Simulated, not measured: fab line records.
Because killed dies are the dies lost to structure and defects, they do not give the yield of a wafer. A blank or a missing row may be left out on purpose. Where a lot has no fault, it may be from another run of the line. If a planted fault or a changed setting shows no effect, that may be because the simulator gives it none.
What tool caused it? | flow nand-harc | 10 lots with 30 wafers sampled at 8 steps, on a route of 1159 steps

## WHAT THE GAUGES SHOWED, per wafer
NHARC_P_GATE_CD_MEAS_11: target cd 1640 nm. Usual: 1639.9 nm for cd-nm, sd 1.7.
lot  | measured    | on        | cd-nm (nm)           | flag
L169 | day 4 04:19 | cd-sem-02 | 1641.4 1641.6 1638.4 |
L172 | day 4 10:10 | cd-sem-03 | 1639.7 1641.8 1640.1 |
L179 | day 6 13:44 | cd-sem-03 | - - -                | OFF
L180 | day 6 13:46 | cd-sem-01 | - - -                | OFF
L183 | day 7 19:16 | cd-sem-03 | 1636.3 1638.3 1639.3 |
L186 | day 8 10:03 | cd-sem-02 | 1639.9 1640.8 1640.2 |
L188 | day 8 15:11 | cd-sem-02 | 1638.9 1642.8 1639.7 |
L189 | day 9 02:58 | cd-sem-03 | 1642.8 1641.1 1639.0 |
L190 | day 9 08:15 | cd-sem-01 | 1640.7 1637.5 1638.4 |
L191 | day 9 16:29 | cd-sem-01 | 1643.5 1638.9 1639.3 |

NHARC_P_GATE_OVL_MEAS_27. Usual: overlay-x-nm 0.0 nm, standard deviation 0.67; overlay-y-nm 0.0 nm, standard deviation 0.58.
lot  | measured     | on         | overlay-x-nm (nm) | overlay-y-nm (nm) | flag
L169 | day 4 17:58  | overlay-01 | 0.0 0.2 0.1       | 1.1 0.8 0.5       |
L172 | day 5 00:15  | overlay-01 | 0.6 0.9 0.2       | 0.0 -0.6 -0.7     |
L179 | day 7 05:09  | overlay-02 | 1.7 1.6 1.9       | 0.0 0.0 0.0       |
L180 | day 7 04:42  | overlay-01 | -1.0 -1.5 -0.7    | -0.4 -0.8 -0.6    |
L183 | day 8 12:37  | overlay-02 | 0.2 0.3 -0.2      | -0.2 -0.1 0.3     |
L186 | day 9 00:28  | overlay-02 | 0.6 0.6 1.1       | -0.6 -0.1 -0.2    |
L188 | day 9 04:55  | overlay-02 | -0.2 0.0 -0.4     | 0.2 -0.6 -0.1     |
L189 | day 9 17:28  | overlay-02 | 0.4 0.7 0.8       | 0.6 0.1 0.4       |
L190 | day 9 22:13  | overlay-02 | -0.3 -0.7 -0.8    | 0.7 0.4 0.5       |
L191 | day 10 06:51 | overlay-02 | 0.6 0.4 0.2       | 1.0 0.8 1.1       |

NHARC_P_GATE_INSPECT_28. Usual: 6 for raw-defect-count, sd 3.1.
lot  | measured     | on                | raw-defect-count | flag
L169 | day 4 18:01  | defect-inspect-02 | 8 8 7            |
L172 | day 5 00:17  | defect-inspect-02 | 5 12 8           |
L179 | day 7 05:11  | defect-inspect-02 | 1092 1078 1128   | OFF
L180 | day 7 04:44  | defect-inspect-02 | 1130 1058 1093   | OFF
L183 | day 8 12:39  | defect-inspect-02 | 9 8 8            |
L186 | day 9 00:30  | defect-inspect-02 | 6 6 9            |
L188 | day 9 04:58  | defect-inspect-01 | 6 7 7            |
L189 | day 9 17:29  | defect-inspect-02 | 5 4 7            |
L190 | day 9 22:15  | defect-inspect-02 | 13 3 5           |
L191 | day 10 06:53 | defect-inspect-01 | 8 5 12           |

NHARC_P_GATE_INSPECT_68. Usual: 196 for raw-defect-count, sd 70.
lot  | measured     | on                | raw-defect-count | flag
L169 | day 5 13:32  | defect-inspect-02 | 102 145 120      |
L172 | day 5 19:52  | defect-inspect-01 | 180 177 253      |
L179 | day 7 23:44  | defect-inspect-02 | 1290 1299 1354   | OFF
L180 | day 7 23:11  | defect-inspect-02 | 1359 1233 1230   | OFF
L183 | day 9 08:22  | defect-inspect-02 | 196 198 176      |
L186 | day 9 19:58  | defect-inspect-01 | 169 158 148      |
L188 | day 10 02:19 | defect-inspect-02 | 210 172 263      |
L189 | day 10 11:46 | defect-inspect-02 | 142 193 238      |
L190 | day 10 21:50 | defect-inspect-02 | 129 250 233      |
L191 | day 11 01:20 | defect-inspect-02 | 236 461 260      |

NHARC_END_SORT_01. Usual: killed-at-array 26, standard deviation 10; killed-at-other 0.5, standard deviation 0.87; killed-at-periphery 3.0, standard deviation 2.5; killed-dies 29, standard deviation 11; killed-open 3.3, standard deviation 1.9; killed-short 1.8, standard deviation 1.5.
lot  | measured     | on        | killed-at-array | killed-at-other | killed-at-periphery | killed-dies | killed-open | killed-short | flag
L179 | day 21 21:32 | prober-02 | 41 32 38        | 0 1 0           | 636 644 639         | 677 677 677 | 7 5 1       | 0 0 0        | OFF
L180 | day 22 08:18 | prober-01 | 15 23 23        | 1 0 1           | 661 654 653         | 677 677 677 | 4 3 7       | 1 0 3        | OFF
L186 | day 24 05:56 | prober-01 | 32 32           | 1 0             | 4 4                 | 37 36       | 2 4         | 5 2          |

## TOOL THAT RAN EACH LOT (tool first, then ch and the chambers of the sampled wafers, then the start)
lot  | NHARC_P_ZERO_WELL_DESCUM_39       | NHARC_P_STI_DESCUM_14             | NHARC_P_GATE_EXPOSE_08
L169 | rie-diel-08 ch 1,2,3, day 1 16:10 | rie-diel-09 ch 1,2,3, day 2 13:37 | krf-scanner-02 ch 0, day 4 04:10
L172 | rie-diel-05 ch 0,1, day 2 10:01   | rie-diel-13 ch 0,1, day 3 01:49   | krf-scanner-01 ch 0, day 4 10:01
L179 | rie-diel-05 ch 0,1,3, day 4 04:18 | rie-diel-13 ch 0,2,3, day 4 23:11 | krf-scanner-03, day 6 13:35
L180 | rie-diel-05 ch 1,2,3, day 4 10:18 | rie-diel-06 ch 0,2,3, day 5 05:11 | krf-scanner-03, day 6 13:37
L183 | rie-diel-08 ch 0,1,3, day 5 04:20 | rie-diel-06 ch 1,2,3, day 6 01:22 | krf-scanner-02 ch 0, day 7 19:07
L186 | rie-diel-12 ch 0,2,3, day 5 22:09 | rie-diel-09 ch 1,2,3, day 6 16:51 | krf-scanner-01 ch 0, day 8 09:53
L188 | rie-diel-05 ch 0,2,3, day 6 10:11 | rie-diel-09 ch 0,1, day 7 05:07   | krf-scanner-03 ch 0, day 8 15:02
L189 | rie-diel-12 ch 1,2,3, day 6 16:17 | rie-diel-13 ch 1,2,3, day 7 13:05 | krf-scanner-01 ch 0, day 9 02:49
L190 | rie-diel-05 ch 2,3, day 6 22:16   | rie-diel-13 ch 2,3, day 7 17:00   | krf-scanner-01 ch 0, day 9 08:06
L191 | rie-diel-08 ch 0,1,2, day 7 04:26 | rie-diel-06 ch 0,3, day 8 01:19   | krf-scanner-03 ch 0, day 9 16:20
- NHARC_P_ZERO_WELL_DESCUM_39: chemistry O2, time 3 s.
- NHARC_P_STI_DESCUM_14: chemistry O2, time 3 s.
- NHARC_P_GATE_EXPOSE_08: exposes mask P HV.

## WHAT THE TOOLS THEMSELVES READ (means of the sampled wafers that have a number; where no wafer has one, the mark that the record gives instead)
NHARC_P_ZERO_WELL_DESCUM_39. Usual: drypump-motor-current-A 5.7 A, standard deviation 0.5; oes-product-au 1.000 a.u., standard deviation 0.0095; rf-vpp-V 57.7 V, standard deviation 0.91; showerhead-plenum-p-Torr 1.92 Torr, standard deviation 0.071; throttle-valve-pct 11.312 %, standard deviation 0.0082.
lot  | tool        | drypump-motor-current-A (A) | oes-product-au (a.u.) | rf-vpp-V (V) | showerhead-plenum-p-Torr (Torr) | throttle-valve-pct (%) | flag
L169 | rie-diel-08 | 5.7                         | 1.000                 | 57.5         | 1.86                            | 11.313                 |
L172 | rie-diel-05 | 6.3                         | 1.008                 | 58.5         | 1.97                            | 11.310                 |
L179 | rie-diel-05 | 5.9                         | 1.010                 | 57.8         | 1.98                            | 11.314                 |
L180 | rie-diel-05 | 5.5                         | 1.006                 | 58.2         | 1.94                            | 11.304                 |
L183 | rie-diel-08 | 5.7                         | 0.996                 | 56.9         | 1.84                            | 11.308                 |
L186 | rie-diel-12 | 6.4                         | 0.996                 | 58.3         | 1.96                            | 11.311                 |
L188 | rie-diel-05 | 5.4                         | 1.001                 | 58.0         | 1.95                            | 11.303                 |
L189 | rie-diel-12 | 6.3                         | 0.990                 | 58.3         | 1.99                            | 11.315                 |
L190 | rie-diel-05 | 5.1                         | 0.994                 | 57.5         | 1.91                            | 11.309                 |
L191 | rie-diel-08 | 5.7                         | 1.003                 | 57.8         | 1.82                            | 11.310                 |

NHARC_P_STI_DESCUM_14. Usual: drypump-motor-current-A 5.9 A, standard deviation 0.46; oes-product-au 1.002 a.u., standard deviation 0.0098; rf-vpp-V 57.7 V, standard deviation 0.91; showerhead-plenum-p-Torr 1.90 Torr, standard deviation 0.091; throttle-valve-pct 11.310 %, standard deviation 0.01.
lot  | tool        | drypump-motor-current-A (A) | oes-product-au (a.u.) | rf-vpp-V (V) | showerhead-plenum-p-Torr (Torr) | throttle-valve-pct (%) | flag
L169 | rie-diel-09 | 5.4                         | 1.004                 | 58.2         | 1.98                            | 11.312                 |
L172 | rie-diel-13 | 6.1                         | 1.002                 | 57.9         | 1.87                            | 11.313                 |
L179 | rie-diel-13 | 6.2                         | 1.009                 | 56.7         | 1.87                            | 11.314                 |
L180 | rie-diel-06 | 6.0                         | 1.004                 | 57.3         | 1.91                            | 11.308                 |
L183 | rie-diel-06 | 5.9                         | 1.001                 | 57.0         | 1.84                            | 11.312                 |
L186 | rie-diel-09 | 5.5                         | 1.000                 | 58.2         | 1.98                            | 11.316                 |
L188 | rie-diel-09 | 5.5                         | 1.007                 | 57.8         | 1.91                            | 11.299                 |
L189 | rie-diel-13 | 6.1                         | 0.996                 | 58.1         | 1.90                            | 11.305                 |
L190 | rie-diel-13 | 6.4                         | 0.992                 | 57.3         | 1.90                            | 11.311                 |
L191 | rie-diel-06 | 5.9                         | 0.996                 | 58.6         | 2.01                            | 11.312                 |

NHARC_P_GATE_EXPOSE_08. Usual: exposure-dose-mJ-cm2 16.751, standard deviation 0.018; focus-offset-nm -0.1 nm, standard deviation 0.6.
lot  | tool           | exposure-dose-mJ-cm2 | focus-offset-nm (nm) | flag
L169 | krf-scanner-02 | 16.763               | -0.5                 |
L172 | krf-scanner-01 | 16.755               | 0.3                  |
L179 | krf-scanner-03 | -                    | -                    | OFF
L180 | krf-scanner-03 | -                    | -                    | OFF
L183 | krf-scanner-02 | 16.757               | 0.2                  |
L186 | krf-scanner-01 | 16.761               | 0.5                  |
L188 | krf-scanner-03 | 16.761               | 0.3                  |
L189 | krf-scanner-01 | 16.743               | -0.0                 |
L190 | krf-scanner-01 | 16.747               | 0.1                  |
L191 | krf-scanner-03 | 16.748               | -1.1                 |

## THE ANSWER, worked out from the rows above alone
Rule: lot off if the mean of its wafers having a number is beyond 3 standard deviations from the usual mean. A lot without any number at a reading at which 4 lots or more have one is off too. Any other lot the step has rows for is counted as sound. After the gauges, taken in route order, come the tools' own readings; for these a lot's mean is taken, as printed above. At the first step where some lot is off, the reading lying furthest off is the one used; lots without a number count as furthest.
Off at NHARC_P_GATE_CD_MEAS_11 (cd-nm): L179, L180. Without a number there: L179, L180.
If a tool, at a process step before that reading, ran all the lots that are off and no sound lot after the first of them, it fits. The gauges at NHARC_P_GATE_CD_MEAS_11 aren't tried: what is off there is off at NHARC_P_GATE_INSPECT_28 too, on other tools, and a gauge's error can't cause that. None of those tried fits.

## WHAT THE SIMULATOR PUT IN
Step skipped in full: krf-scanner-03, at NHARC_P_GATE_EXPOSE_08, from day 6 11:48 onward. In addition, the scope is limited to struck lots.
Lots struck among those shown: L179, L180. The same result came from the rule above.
